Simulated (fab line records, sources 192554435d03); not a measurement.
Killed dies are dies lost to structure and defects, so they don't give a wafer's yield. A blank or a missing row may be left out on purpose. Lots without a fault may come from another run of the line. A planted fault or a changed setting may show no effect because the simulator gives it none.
One fault seen from 2 desks | flow n5_finfet | each desk has only its own numbers; what lay behind them comes last

THE METROLOGY DESK
What the gauges read, lot by lot, whatever tool the lot ran on: means of the sampled wafers that have a number. A lot is out of limits, marked OUT, if its mean lies more than 4 standard deviations from the usual mean; the brackets give that distance. Of its 10 readings 7 are shown: those that lie furthest out on some lot.
Columns: A = DIBL_N at N5_BEOL_M4_RC_MEAS_101, usual 36.5 mV/V; B = DIBL_P at N5_BEOL_M4_RC_MEAS_101, usual 36.6 mV/V; C = IOFF_P at N5_BEOL_M4_RC_MEAS_101, usual 0.21 nA/um; D = ION_N at N5_BEOL_M4_RC_MEAS_101, usual 674 uA/um; E = ION_P at N5_BEOL_M4_RC_MEAS_101, usual 460 uA/um; F = SS_N at N5_BEOL_M4_RC_MEAS_101, usual 71.6 mV/dec; G = VT_P at N5_BEOL_M4_RC_MEAS_101, usual -250 mV
lot  | first seen here | A    | B    | C    | D   | E   | F    | G
L594 | day 7 20:03     | 35.6 | 36.5 | 0.18 | 671 | 452 | 71.8 | -253
L593 | day 8 10:10     | 34.4 | 33.0 | 0.20 | 681 | 470 | 71.0 | -249
L596 | day 8 13:14     | 35.6 | 36.1 | 0.21 | 673 | 465 | 71.6 | -251
L597 | day 9 03:16     | 36.3 | 35.2 | 0.23 | 672 | 466 | 71.0 | -247
L599 | day 9 12:04     | 36.1 | 36.9 | 0.22 | 685 | 467 | 72.4 | -249
L601 | day 9 18:21     | 36.4 | 36.2 | 0.20 | 675 | 459 | 71.9 | -252
L600 | day 9 18:33     | 36.0 | 36.3 | 0.26 | 696 | 482 | 71.5 | -243
L603 | day 10 10:15    | 37.1 | 38.6 | 0.20 | 658 | 450 | 72.7 | -253
L608 | day 12 01:44    | 36.8 | 37.6 | 0.21 | 677 | 462 | 71.4 | -250
L613 | day 13 01:34    | 35.8 | 35.9 | 0.20 | 668 | 455 | 71.5 | -254
L615 | day 13 16:08    | 37.4 | 36.8 | 0.23 | 664 | 460 | 71.6 | -249
This desk's finding: nothing out of limits on any of the 11 lots.

THE TOOL OWNER'S DESK: vapor_etch-01
The tool's own readings at N5_STI_FIN_REVEAL_RECESS_09 (chemistry HF/NH3, target SiO2, afs cycles 11, target depth 42.5 nm, sublimation time 60 s): means of the sampled wafers that have a number, for each lot that ran on this tool. A lot is out of limits, marked OUT, if its mean lies more than 4 standard deviations from the usual mean; the brackets give that distance.
Columns: A = drypump_motor_current_A at N5_STI_FIN_REVEAL_RECESS_09, usual 5.6 A
lot  | first seen here | A
L593 | day 2 09:44     | 5.4
L596 | day 3 04:34     | 5.4
L597 | day 3 13:26     | 5.4
L599 | day 3 22:38     | 5.4
L601 | day 4 09:38     | 5.4
L603 | day 4 21:58     | 5.4
This desk's finding: nothing out of limits on any of the 6 lots.

PUT TOGETHER
The metrology desk saw nothing out of limits.
The tool owner's desk saw nothing out of limits.

WHAT THE SIMULATOR HAD PUT IN
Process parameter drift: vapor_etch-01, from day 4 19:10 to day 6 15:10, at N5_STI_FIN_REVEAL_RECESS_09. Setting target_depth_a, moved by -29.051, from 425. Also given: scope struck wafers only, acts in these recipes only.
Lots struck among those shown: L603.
